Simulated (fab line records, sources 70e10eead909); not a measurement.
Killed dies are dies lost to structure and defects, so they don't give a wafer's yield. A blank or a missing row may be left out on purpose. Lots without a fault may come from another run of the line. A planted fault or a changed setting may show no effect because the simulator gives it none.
Which tool did it? | flow nand_harc | 12 lots, 36 wafers sampled, at 6 steps of a route of 1302

WHAT THE GAUGES READ, wafer by wafer
NHARC_P_M1_THK_MEAS_24: measures by xrf. Usual: thk_nm 157.6 nm, standard deviation 1.6.
lot  | measured     | on            | thk_nm (nm)       | flag
L164 | day 6 12:22  | film_metro-01 | 158.0 154.1 156.9 |
L172 | day 9 13:19  | film_metro-01 | 158.6 158.7 158.9 |
L173 | day 10 09:32 | film_metro-01 | 159.7 158.7 158.2 |
L180 | day 12 20:09 | film_metro-02 | 157.6 156.8 157.1 |
L179 | day 12 21:03 | film_metro-02 | 158.5 159.3 159.1 |
L181 | day 13 05:27 | film_metro-02 | 160.8 160.8 158.5 |
L182 | day 13 14:47 | film_metro-02 | 157.5 157.8 154.3 |
L183 | day 14 02:46 | film_metro-02 | 156.6 156.8 159.6 |
L184 | day 14 16:53 | film_metro-02 | 155.4 158.4 156.5 |
L185 | day 15 03:21 | film_metro-01 | 156.6 156.6 155.0 |
L186 | day 15 10:07 | film_metro-01 | 157.1 157.8 158.1 |
L187 | day 15 19:28 | film_metro-01 | 158.9 156.6 156.8 |

NHARC_END_SORT_01. Usual: defect_limited_yield 91 %, standard deviation 3.2; killed_at_array 55, standard deviation 22; killed_at_other 1.1, standard deviation 1.4; killed_at_periphery 4, standard deviation 3.2; killed_dies 59, standard deviation 22; killed_open 3.3, standard deviation 1.8; killed_short 2.5, standard deviation 1.5.
lot  | measured     | on        | defect_limited_yield (%) | killed_at_array | killed_at_other | killed_at_periphery | killed_dies | killed_open | killed_short | flag
L172 | day 28 05:46 | prober-01 | 92 88 92                 | 41 72 50        | 7 4 2           | 6 3 1               | 54 79 53    | 2 6 3       | 2 4 4        |
L181 | day 31 08:36 | prober-01 | 88                       | 71              | 5               | 2                   | 78          | 3           | 3            |
L185 | day 33 08:35 | prober-01 | 90 89 90                 | 61 74 70        | 2 2 1           | 3 1 0               | 66 77 71    | 5 7 3       | 3 2 1        |

WHICH TOOL RAN EACH LOT (tool, then ch and the chambers of the sampled wafers, then the start)
lot  | NHARC_P_M1_DESCUM_14               | NHARC_P_M1_PVD_20                       | NHARC_P_M1_ECD_22              | NHARC_P_M1_CMP_23
L164 | rie_diel-05 ch 0,2,3, day 6 09:56  | pvd_sputter-03, day 6 11:20 or earlier  | ecd_cu-02 ch 0,1, day 6 11:20  | cmp-02 ch 0,1,3, day 6 12:07
L172 | rie_diel-05 ch 0,1,2, day 9 10:53  | pvd_sputter-01, day 9 12:16 or earlier  | ecd_cu-01 ch 0,1, day 9 12:16  | cmp-01 ch 0,2,3, day 9 13:00
L173 | rie_diel-01 ch 0,3, day 10 07:07   | pvd_sputter-01, day 10 08:30 or earlier | ecd_cu-01 ch 0,1, day 10 08:30 | cmp-01 ch 0,1,3, day 10 09:17
L180 | rie_diel-01 ch 0,2, day 12 17:41   | pvd_sputter-01, day 12 19:06 or earlier | ecd_cu-01 ch 0,1, day 12 19:06 | cmp-02 ch 1,3, day 12 19:49
L179 | rie_diel-01 ch 0,1,3, day 12 18:38 | pvd_sputter-03, day 12 20:04 or earlier | ecd_cu-02 ch 0,1, day 12 20:04 | cmp-01 ch 1,2,3, day 12 20:46
L181 | rie_diel-05 ch 0,3, day 13 02:55   | pvd_sputter-03, day 13 04:20 or earlier | ecd_cu-01 ch 0,1, day 13 04:20 | cmp-01 ch 2,3, day 13 05:08
L182 | rie_diel-09 ch 1,2,3, day 13 11:52 | pvd_sputter-03, day 13 13:46 or earlier | ecd_cu-01 ch 0,1, day 13 13:46 | cmp-02 ch 0,1,3, day 13 14:29
L183 | rie_diel-01 ch 0,1,2, day 14 00:20 | pvd_sputter-01, day 14 01:49 or earlier | ecd_cu-01 ch 0,1, day 14 01:49 | cmp-01 ch 0,1,3, day 14 02:30
L184 | rie_diel-05 ch 0,1,3, day 14 14:23 | pvd_sputter-01, day 14 15:52 or earlier | ecd_cu-01 ch 0,1, day 14 15:52 | cmp-04 ch 0,3, day 14 16:34
L185 | rie_diel-01 ch 0,1, day 15 00:41   | pvd_sputter-02, day 15 02:19 or earlier | ecd_cu-02 ch 0,1, day 15 02:19 | cmp-04 ch 1,2,3, day 15 03:07
L186 | rie_diel-01 ch 0,1,3, day 15 07:20 | pvd_sputter-02, day 15 08:44 or earlier | ecd_cu-01 ch 0,1, day 15 08:44 | cmp-01 ch 0,2,3, day 15 09:51
L187 | rie_diel-01 ch 1,2, day 15 17:03   | pvd_sputter-03, day 15 18:26 or earlier | ecd_cu-01 ch 0,1, day 15 18:26 | cmp-02 ch 2,3, day 15 19:09
- NHARC_P_M1_DESCUM_14: chemistry O2, time 3 s.
- NHARC_P_M1_PVD_20: deposits TaN, target thk 5 nm, time 8.06 s.
- NHARC_P_M1_ECD_22: material Cu, target thk 400 nm.
- NHARC_P_M1_CMP_23: polishes, t overpolish 20 s, target thk 157.82 nm.

WHAT THE TOOLS THEMSELVES READ (means of the sampled wafers that have a number; where no wafer has one, the mark that the record gives instead)
NHARC_P_M1_DESCUM_14. Usual: drypump_motor_current_A 5.7 A, standard deviation 0.41; oes_product_au 1.004 a.u., standard deviation 0.01; rf_vpp_V 58.0 V, standard deviation 0.9; showerhead_plenum_p_Torr 1.97 Torr, standard deviation 0.064; throttle_valve_pct 11.310 %, standard deviation 0.0091.
lot  | tool        | drypump_motor_current_A (A) | oes_product_au (a.u.) | rf_vpp_V (V) | showerhead_plenum_p_Torr (Torr) | throttle_valve_pct (%) | flag
L164 | rie_diel-05 | 5.9                         | 1.006                 | 59.2         | 1.93                            | 11.309                 |
L172 | rie_diel-05 | 5.7                         | 0.998                 | 57.7         | 1.94                            | 11.317                 |
L173 | rie_diel-01 | 5.7                         | 1.006                 | 57.9         | 1.93                            | 11.309                 |
L180 | rie_diel-01 | 5.3                         | 1.004                 | 57.5         | 1.95                            | 11.310                 |
L179 | rie_diel-01 | 5.5                         | 1.013                 | 58.7         | 1.97                            | 11.313                 |
L181 | rie_diel-05 | 5.8                         | 0.998                 | 58.3         | 1.97                            | 11.314                 |
L182 | rie_diel-09 | 6.0                         | 0.995                 | 57.7         | 1.96                            | 11.301                 |
L183 | rie_diel-01 | 5.3                         | 1.000                 | 58.0         | 2.00                            | 11.303                 |
L184 | rie_diel-05 | 5.6                         | 0.990                 | 58.1         | 1.98                            | 11.319                 |
L185 | rie_diel-01 | 5.2                         | 0.998                 | 57.6         | 1.97                            | 11.313                 |
L186 | rie_diel-01 | 5.5                         | 1.000                 | 57.4         | 1.97                            | 11.304                 |
L187 | rie_diel-01 | 5.5                         | 1.003                 | 58.2         | 2.02                            | 11.306                 |

NHARC_P_M1_PVD_20. Usual: throttle_valve_pct 30.0 %, standard deviation 1.1.
lot  | tool           | throttle_valve_pct (%) | flag
L164 | pvd_sputter-03 | 30.5                   |
L172 | pvd_sputter-01 | 30.3                   |
L173 | pvd_sputter-01 | 30.3                   |
L180 | pvd_sputter-01 | 31.0                   |
L179 | pvd_sputter-03 | 30.7                   |
L181 | pvd_sputter-03 | 29.5                   |
L182 | pvd_sputter-03 | 29.4                   |
L183 | pvd_sputter-01 | 30.4                   |
L184 | pvd_sputter-01 | 30.4                   |
L185 | pvd_sputter-02 | 29.6                   |
L186 | pvd_sputter-02 | 29.3                   |
L187 | pvd_sputter-03 | 29.4                   |

NHARC_P_M1_CMP_23. Usual: motor_current_A 12.0 A, standard deviation 1.8; time_to_endpoint_s 28.2 s, standard deviation 2.9.
lot  | tool   | motor_current_A (A) | time_to_endpoint_s (s) | flag
L164 | cmp-02 | 11.7                | 31.5                   |
L172 | cmp-01 | 12.8                | 23.3                   |
L173 | cmp-01 | 12.9                | 20.3                   |
L180 | cmp-02 | 11.6                | 24.7                   |
L179 | cmp-01 | 11.4                | 29.6                   |
L181 | cmp-01 | 11.5                | 31.0                   |
L182 | cmp-02 | 11.3                | 25.0                   |
L183 | cmp-01 | 13.3                | 26.4                   |
L184 | cmp-04 | 12.1                | 26.6                   |
L185 | cmp-04 | 10.8                | 23.5                   |
L186 | cmp-01 | 13.3                | 30.7                   |
L187 | cmp-02 | 11.1                | 25.4                   |

THE ANSWER, worked out from the rows above alone
Rule: a lot is off if the mean of its wafers that have a number lies more than 3 standard deviations from the usual mean. A lot without any number at a reading at which 4 lots or more have one is off too. The other lots that the step has rows for count as sound. The gauges are gone through in route order, then the tools' own readings, and for those a lot's mean is taken as printed above. The first step at which some lot is off is used, and at that step the reading that is off furthest; a lot without a number counts as furthest.
No lot is off at any reading shown: from this, nothing can be told.

WHAT THE SIMULATOR HAD PUT IN
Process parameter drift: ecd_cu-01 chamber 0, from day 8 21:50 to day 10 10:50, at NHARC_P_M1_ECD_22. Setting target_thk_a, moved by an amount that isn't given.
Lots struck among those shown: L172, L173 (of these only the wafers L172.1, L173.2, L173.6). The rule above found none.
